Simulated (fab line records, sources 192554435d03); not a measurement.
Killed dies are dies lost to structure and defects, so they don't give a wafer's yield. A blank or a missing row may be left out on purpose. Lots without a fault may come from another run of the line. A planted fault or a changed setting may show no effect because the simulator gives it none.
Chamber matching | flow n5_finfet | N5_BEOL_M8_CURE_75 on uv_cure-02: 3 sister chambers
The step cures SiCOH lowk, time 120 s. 14 wafers are shown with their chamber, then 7 later ones without.

WAFERS WITH THEIR CHAMBER
wafer  | chamber | wafer_temp_C_max | lamp_power_pct (%)
L076.3 | 2       | 371.6            | 52.36
L076.4 | 2       | 371.4            | 52.30
L076.5 | 2       | 371.2            | 52.39
L075.1 | 1       | 372.7            | 52.24
L075.4 | 1       | 372.5            | 52.29
L075.5 | 1       | 372.6            | 52.33
L087.3 | 0       | 371.5            | 52.24
L087.4 | 0       | 371.5            | 52.31
L087.5 | 0       | 371.7            | 52.32
L088.3 | 1       | 372.3            | 52.31
L088.5 | 1       | 373.2            | 52.31
L088.6 | 1       | 373.2            | 52.31
L094.2 | 0       | 371.1            | 52.26
L094.3 | 0       | 372.0            | 52.21

SIGNATURES (means of the wafers above)
reading          | chamber 0 | chamber 1 | chamber 2 | scatter within a chamber
wafer_temp_C_max | 371.560   | 372.750   | 371.400   | 0.331
lamp_power_pct   | 52.2680   | 52.2983   | 52.3500   | 0.0402
Rule: a wafer's distance from a chamber is the root of the sum, over the readings, of the square of ((its reading less the chamber's mean) divided by the reading's scatter). The wafer belongs to the nearest chamber; if the next one is less than 2 further off, it can't be placed. The scatter: the root of (the sum of the squares of (reading less its chamber's mean) over the shown wafers, divided by (wafers less chambers)).

WAFERS WITHOUT THEIR CHAMBER
wafer  | wafer_temp_C_max | lamp_power_pct (%)
L094.6 | 371.6            | 52.29
L090.1 | 372.4            | 52.37
L090.2 | 372.7            | 52.30
L090.6 | 372.7            | 52.38
L092.1 | 371.9            | 52.27
L092.3 | 371.2            | 52.28
L092.6 | 372.1            | 52.34

WHICH CHAMBER EACH WENT THROUGH
wafer  | from the rows above          | in truth
L094.6 | can't be placed: 0 or 2      | 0
L090.1 | can't be placed: 1 or 2 or 0 | 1
L090.2 | 1                            | 1
L090.6 | can't be placed: 1 or 2      | 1
L092.1 | can't be placed: 0 or 2 or 1 | 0
L092.3 | can't be placed: 0 or 2      | 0
L092.6 | can't be placed: 2 or 1 or 0 | 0
Placed correctly: 1 of 7. Can't be placed from these rows: 6 (the true chamber is among the candidates in 6). Placed wrongly: 0.
